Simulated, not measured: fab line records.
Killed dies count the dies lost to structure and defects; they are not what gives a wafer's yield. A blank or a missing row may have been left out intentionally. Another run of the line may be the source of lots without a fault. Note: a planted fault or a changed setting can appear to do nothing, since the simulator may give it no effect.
fab line records	flow nand-harc
record lots=13	wafers=39	last-day=23
route steps=1159 shown P_STI@83 P_GATE@157 END@1159
lots that met no fault: taken from a fault-free run of the same line
start-h: the number of hours between the record's first day and the start of the first shown wafer of the lot	wait-h: how many hours have passed since the lot's step before this one	" unchanged from the row above	L1.1+2: several wafers, shown together as one row	- either no value or no given start	* or withheld: withheld	< > ~ a bound
route shown NAME@n: a module of which the file shows steps, and the number in the route of the first	usual: mean and standard deviation over wafers with no fault	same: alike in all rows	chamber/n: place in a boat	sites: the reading at each site	_std_site: how widely they spread, as a standard deviation	_edge_site: inner sites' mean taken away from outer sites' mean	radius-mm: for every site, how far away it sits from the centre of the wafer	mask NAME#n: copy n	behind: tool/chamber where the wafer was last shaped	hold: why the lot was held/for how many hours/how that ended	device: the transistor (n, p or np) that didn't switch	end of line: the same wafers' tests at the end of the route	a step given without rows: its recipe and nothing more	killed: at the first sort, the dies lost to defects and structure; wafer yield is something else	map: a wafer's dies, x killed, . not, _ none there
set.NAME: the setting the step ran with; set.NAME@STEP: the setting that earlier step ran with	model.NAME: the simulator's own value behind a step, which no gauge read
the route's steps for a sample of lots (tables are steps, rows are wafers)
services: a tool's chamber out of use, with start hour (start-h, from the record's first day; less than 0 if before it), hours out, and reason
## steps
# step NHARC_P_STI_CD_MEAS_09
# recipe target-cd-nm=200	landing-energy-ev=500
# usual cd-nm=199/3.6
lot.wafer	tool	chamber	start-h	wait-h	cd-nm
L632.1	cd-sem-02	0	32.55	-	194
L632.2	"	0	"	"	202
L632.5	"	0	"	"	198
L633.2	cd-sem-02	0	42.02	-	203
L633.3	"	0	"	"	194
L633.5	"	0	"	"	198
L635.3	cd-sem-01	0	49.53	-	207
L635.4	"	0	"	"	204
L635.6	"	0	"	"	204
L636.2	cd-sem-03	0	58.99	-	197
L636.3	"	0	"	"	195
L636.5	"	0	"	"	195
L637.2	cd-sem-02	0	66.10	-	203
L637.3	"	0	"	"	197
L637.6	"	0	"	"	195
L639.1	cd-sem-01	0	76.95	-	195
L639.2	"	0	"	"	196
L639.4	"	0	"	"	195
L641.1	cd-sem-02	0	92.59	-	192
L641.3	"	0	"	"	191
L641.5	"	0	"	"	196
L642.1	cd-sem-01	0	92.75	-	199
L642.2	"	0	"	"	196
L642.6	"	0	"	"	197
L643.1	cd-sem-03	0	100.57	-	196
L643.4	"	0	"	"	201
L643.5	"	0	"	"	202
L646.2	cd-sem-01	0	119.22	-	202
L646.3	"	0	"	"	198
L646.6	"	0	"	"	198
L647.1	cd-sem-01	0	129.06	-	200
L647.2	"	0	"	"	196
L647.5	"	0	"	"	204
L648.1	cd-sem-01	0	129.22	-	192
L648.3	"	0	"	"	196
L648.6	"	0	"	"	198
L651.1	cd-sem-02	0	148.94	-	203
L651.2	"	0	"	"	198
L651.6	"	0	"	"	200
# step NHARC_P_GATE_STRIP_101
# recipe time-s=20	o2-flow-sccm=500	ar-flow-sccm=0	bias-w=0	chemistry=O2
# usual drypump-motor-current-A=5.9/0.39	oes-product-au=0.995/0.013	rf-vpp-V=57.7/1	showerhead-plenum-p-Torr=3.52/0.18	throttle-valve-pct=17.036/0.0094
# same bias-w=0
lot.wafer	tool	chamber	start-h	wait-h	drypump-motor-current-A	oes-product-au	rf-hours-counter-h	rf-vpp-V	showerhead-plenum-p-Torr	throttle-valve-pct
L632.1	rie-diel-12	2	99.17	0.1	5.3	1.001	26	57.9	3.39	17.021
L632.2	"	0	"	"	6.1	1.003	24	57.4	3.70	17.037
L632.5	"	1	"	"	6.0	1.010	-	56.7	3.31	17.019
L633.2	rie-diel-03	3	100.95	0.1	6.7	0.972	12	57.1	3.45	17.037
L633.3	"	1	"	"	6.0	0.987	12	57.2	3.34	17.033
L633.5	"	0	"	"	5.9	0.990	-	58.3	3.53	17.030
L635.3	rie-diel-03	3	114.74	0.1	6.7	0.980	14	57.0	3.45	17.041
L635.4	"	0	"	"	6.0	0.989	14	57.1	3.53	17.042
L635.6	"	1	"	"	6.0	1.000	-	57.1	3.34	17.046
L636.2	rie-diel-03	0	121.91	0.1	5.9	0.994	14	56.8	3.52	17.033
L636.3	"	3	"	"	6.7	0.972	14	57.5	3.45	17.025
L636.5	"	1	"	"	6.0	0.993	-	57.7	3.33	17.040
L637.2	rie-diel-11	3	132.17	0.1	6.7	0.986	35	57.1	3.36	17.035
L637.3	"	0	"	"	5.7	0.995	38	57.2	3.39	17.039
L637.6	"	3	"	"	6.7	0.982	-	58.0	3.36	17.045
L639.2	rie-diel-11	0	135.35	0.1	5.7	0.986	39	55.7	3.39	17.020
L639.4	"	1	"	"	5.7	1.008	29	58.9	3.79	17.041
L639.1	"	2	"	"	6.1	1.012	38	57.3	3.28	17.038
L641.3	rie-diel-12	1	151.43	0.1	6.0	1.020	46	58.0	3.30	17.044
L641.1	"	3	"	"	5.5	0.991	44	58.1	3.67	17.035
L641.5	"	1	"	"	6.0	1.019	-	55.7	3.30	17.046
L642.1	rie-diel-12	0	152.77	0.4	6.1	1.003	45	58.7	3.69	17.040
L642.2	"	3	"	"	5.5	0.988	45	59.1	3.67	17.037
L642.6	"	0	"	"	6.1	1.010	-	57.2	3.69	17.049
L643.4	rie-diel-03	2	167.67	0.1	5.6	0.986	23	56.8	3.72	17.024
L643.1	"	0	"	"	5.9	0.988	26	58.5	3.52	17.031
L643.5	"	1	"	"	6.1	0.996	-	55.4	3.33	17.027
L646.2	rie-diel-03	2	181.70	0.1	5.5	0.984	26	58.8	3.72	17.033
L646.3	"	0	"	"	5.9	0.994	29	58.9	3.52	17.052
L646.6	"	2	"	"	5.6	0.988	-	60.1	3.72	17.032
L647.1	rie-diel-03	0	193.38	0.5	5.9	1.012	31	57.3	3.52	17.022
L647.2	"	1	"	"	6.0	0.997	30	56.6	3.33	17.022
L647.5	"	2	"	"	5.6	0.997	-	57.7	3.72	17.044
L648.3	rie-diel-03	2	193.59	0.1	5.5	0.992	29	58.1	3.72	17.027
L648.1	"	3	"	"	6.7	0.976	31	58.1	3.45	17.045
L648.6	"	1	"	"	6.0	1.000	-	56.5	3.33	17.029
L651.1	rie-diel-11	3	209.00	0.1	6.6	0.990	5	57.9	3.34	17.053
L651.2	"	2	"	"	6.1	0.976	5	58.1	3.80	17.035
L651.6	"	0	"	"	5.8	1.000	-	57.9	3.38	17.029
# step NHARC_P_GATE_EXPOSE_56
# recipe na=0.6	target-cd-nm=720	dose-mj=14.81	mask-id=P_PSD
lot.wafer	tool	chamber	start-h	wait-h	mask
L632.1+2+5	krf-scanner-03	0	101.60	-	P_PSD#0
L633.2+3+5	krf-scanner-03	0	104.21	-	P_PSD#0
L635.3+4+6	krf-scanner-02	0	117.55	-	P_PSD#0
L636.2+3+5	krf-scanner-04	0	124.52	-	P_PSD#0
L637.2+3+6	krf-scanner-03	0	135.05	-	P_PSD#0
L639.1+2+4	krf-scanner-03	0	137.76	-	P_PSD#0
L641.1+3+5	krf-scanner-03	0	153.90	-	P_PSD#0
L642.1+2+6	krf-scanner-04	0	155.33	-	P_PSD#0
L643.1+4+5	krf-scanner-02	0	170.25	-	P_PSD#0
L646.2+3+6	krf-scanner-03	0	184.90	-	P_PSD#0
L647.1+2+5	krf-scanner-02	0	195.98	-	P_PSD#0
L648.1+3+6	krf-scanner-04	0	196.23	-	P_NSD#0
L651.1+2+6	krf-scanner-04	0	211.57	-	P_PSD#0
# step NHARC_P_GATE_CD_MEAS_59
# recipe target-cd-nm=720	landing-energy-ev=500
# usual cd-nm=719.2/2.7
lot.wafer	tool	chamber	start-h	wait-h	cd-nm
L632.1	cd-sem-01	0	101.75	-	722.4
L632.2	"	0	"	"	716.9
L632.5	"	0	"	"	719.9
L633.2	cd-sem-01	0	104.36	-	724.3
L633.3	"	0	"	"	720.8
L633.5	"	0	"	"	722.7
L635.3	cd-sem-02	0	117.71	-	717.0
L635.4	"	0	"	"	715.3
L635.6	"	0	"	"	720.5
L636.2	cd-sem-03	0	124.67	-	723.2
L636.3	"	0	"	"	721.3
L636.5	"	0	"	"	721.8
L637.2	cd-sem-02	0	135.21	-	717.3
L637.3	"	0	"	"	716.2
L637.6	"	0	"	"	715.1
L639.1	cd-sem-02	0	137.91	-	720.3
L639.2	"	0	"	"	723.6
L639.4	"	0	"	"	721.2
L641.1	cd-sem-03	0	154.05	-	721.6
L641.3	"	0	"	"	720.7
L641.5	"	0	"	"	724.2
L642.1	cd-sem-02	0	155.49	-	723.0
L642.2	"	0	"	"	722.6
L642.6	"	0	"	"	720.1
L643.1	cd-sem-03	0	170.41	-	720.2
L643.4	"	0	"	"	721.5
L643.5	"	0	"	"	722.2
L646.2	cd-sem-02	0	185.05	-	717.0
L646.3	"	0	"	"	716.4
L646.6	"	0	"	"	715.1
L647.1	cd-sem-01	0	196.14	-	721.5
L647.2	"	0	"	"	722.1
L647.5	"	0	"	"	720.0
L648.1	cd-sem-02	0	196.39	-	-
L648.3	"	0	"	"	-
L648.6	"	0	"	"	-
L651.1	cd-sem-02	0	211.73	-	719.0
L651.2	"	0	"	"	719.1
L651.6	"	0	"	"	718.5
# step NHARC_P_GATE_STRIP_113
# recipe power-w=1500	temp-c=110	time-s=740	chemistry=N2/H2
# usual drypump-motor-current-A=6.1/0.33	heater-power-w=82/10
lot.wafer	tool	chamber	start-h	wait-h	drypump-motor-current-A	heater-power-w	rf-hours-counter-h
L632.1	plasma-asher-02	0	104.82	0.3	5.7	72	32
L632.2	"	1	"	"	6.1	83	32
L632.5	"	1	"	"	6.1	82	-
L633.2	plasma-asher-02	0	107.57	0.3	5.7	71	34
L633.3	"	1	"	"	6.1	79	-
L633.5	"	0	"	"	5.7	71	-
L635.4	plasma-asher-02	1	120.62	0.8	6.1	84	-
L635.3	"	0	"	"	5.7	72	-
L635.6	"	1	"	"	6.1	83	-
L636.2	plasma-asher-02	1	126.90	0.3	6.1	81	40
L636.3	"	0	"	"	5.7	73	-
L636.5	"	1	"	"	6.1	83	-
L637.2	plasma-asher-01	1	137.77	0.3	6.5	89	8
L637.3	"	0	"	"	6.5	99	-
L637.6	"	0	"	"	6.5	102	-
L639.1	plasma-asher-02	1	140.20	0.2	6.1	83	47
L639.2	"	0	"	"	5.7	71	47
L639.4	"	1	"	"	6.1	84	-
L641.1	plasma-asher-02	1	156.44	0.3	6.1	83	52
L641.3	"	1	"	"	6.1	82	-
L641.5	"	0	"	"	5.7	72	-
L642.1	plasma-asher-02	1	157.78	0.2	6.1	81	52
L642.2	"	0	"	"	5.7	73	52
L642.6	"	0	"	"	5.7	71	-
L643.1	plasma-asher-02	1	172.94	0.4	6.1	81	56
L643.4	"	1	"	"	6.1	83	-
L643.5	"	0	"	"	5.7	73	-
L646.2	plasma-asher-01	1	192.06	3.4	6.5	88	27
L646.3	"	1	"	"	6.5	87	-
L646.6	"	0	"	"	6.5	103	-
L647.1	plasma-asher-02	0	198.42	0.2	5.7	71	1
L647.2	"	1	"	"	6.1	76	1
L647.5	"	1	"	"	6.1	75	-
L648.1	plasma-asher-01	1	198.60	0.2	6.5	91	31
L648.3	"	0	"	"	6.4	101	-
L648.6	"	0	"	"	6.5	98	-
L651.2	plasma-asher-02	1	214.00	0.2	6.1	78	8
L651.1	"	0	"	"	5.7	73	8
L651.6	"	0	"	"	5.7	73	-
# step NHARC_END_SORT_01
# recipe temp-c=25
# usual killed-at-array=25/10	killed-at-other=0.6/0.91	killed-at-periphery=3.6/2.9	killed-dies=29/10	killed-open=3.3/2	killed-short=1.9/1.5
# same gross-dies=677
lot.wafer	tool	chamber	start-h	wait-h	killed-at-array	killed-at-other	killed-at-periphery	killed-dies	killed-open	killed-short
L648.1	prober-01	0	532.36	2.5	13	0	664	677	1	0
L648.3	prober-01	0	533.95	3.1	13	0	664	677	1	2
L648.6	prober-01	0	536.34	4.0	15	0	662	677	2	3
# killed by level:class
L648.1 P_GATE:area-expose=654 A_CONTACT:chamber-film-flake=8 P_ZERO_WELL:chamber-film-flake=6 A_STAIRCASE:chamber-film-flake=4 P_GATE:chamber-film-flake=2 P_CONTACT:geometric-particle:open=1 P_M2:chamber-film-flake=1 A_CHANNEL_HOLE_D1:chamber-film-flake=1
L648.3 P_GATE:area-expose=654 P_ZERO_WELL:chamber-film-flake=8 A_CHANNEL_HOLE_D1:chamber-film-flake=3 A_STAIRCASE:chamber-film-flake=3 A_ZERO_WELL:chamber-film-flake=2 A_CONTACT:chamber-film-flake=2 P_M1:geometric-particle:open=1 A_ONON_D1:geometric-particle:short=1
L648.6 P_GATE:area-expose=651 P_ZERO_WELL:chamber-film-flake=7 A_CHANNEL_HOLE_D1:chamber-film-flake=4 A_STAIRCASE:chamber-film-flake=4 A_CONTACT:chamber-film-flake=3 P_M0:geometric-particle:open=1 P_M2:geometric-particle:short=1 A_CHANNEL_FILL_D1:geometric-particle:open=1
## services
tool	chamber	start-h	hours	kind
krf-scanner-04	-	89.32	19.1	repair
rie-diel-03	0	96.32	-	clean
rie-diel-03	1	96.32	-	clean
rie-diel-03	2	96.32	-	clean
rie-diel-03	3	96.32	-	clean
krf-scanner-02	-	98.81	0.7	repair
plasma-asher-01	-	99.00	9.0	pm
rie-diel-11	1	104.11	4.5	repair
rie-diel-03	0	120.82	-	clean
rie-diel-03	1	120.82	-	clean
rie-diel-03	2	120.82	-	clean
plasma-asher-01	-	123.99	6.7	repair
krf-scanner-04	-	126.00	4.0	pm
rie-diel-03	3	148.73	7.9	repair
rie-diel-11	-	155.07	0.5	repair
krf-scanner-03	-	168.00	4.0	pm
krf-scanner-03	-	176.91	0.6	repair
plasma-asher-02	-	183.02	9.0	pm
plasma-asher-02	0	183.02	11.9	vent-cycle
plasma-asher-02	1	183.02	11.9	vent-cycle
plasma-asher-01	-	187.74	3.9	repair
rie-diel-11	-	189.52	9.0	pm
rie-diel-12	-	202.53	9.0	pm
krf-scanner-04	-	204.44	0.3	repair
## key
first-sign step=NHARC_P_GATE_EXPOSE_56	reading=mask	direction=changed
effect step=NHARC_P_GATE_CD_MEAS_59	reading=cd-nm	direction=missing
effect step=NHARC_END_SORT_01	reading=killed-at-periphery	direction=up	sigmas=99+	usual=3.6	struck=663.3
more-kills-born-at NHARC_P_GATE_EXPOSE_56@krf-scanner-04=1959
met-at NHARC_P_GATE_EXPOSE_56
struck-lots L648
later-rows-left-out L648.1,L648.3,L648.6
tester-left-out L648
not-acting-at NHARC_P_STI_CD_MEAS_09,NHARC_P_GATE_STRIP_101,NHARC_P_GATE_STRIP_113
onset-between 155.33 196.23
fault kind=wrong-mask	tool=any	chamber=-	onset-h=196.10	steps=NHARC_P_GATE_EXPOSE_56	aux-copy=P_NSD#0	scope=struck-lots-only
# tester-left-out: of these lots the tester's yield and bins aren't shown, on N5 and GAA mostly nor the transistor test; their killed dies are dies lost to structure and defects alone, not to doping, threshold or leakage, so they don't give the yield
# later-rows-left-out: the simulator's readings of these wafers behind a module that went badly wrong aren't trusted and aren't shown, but for the sort
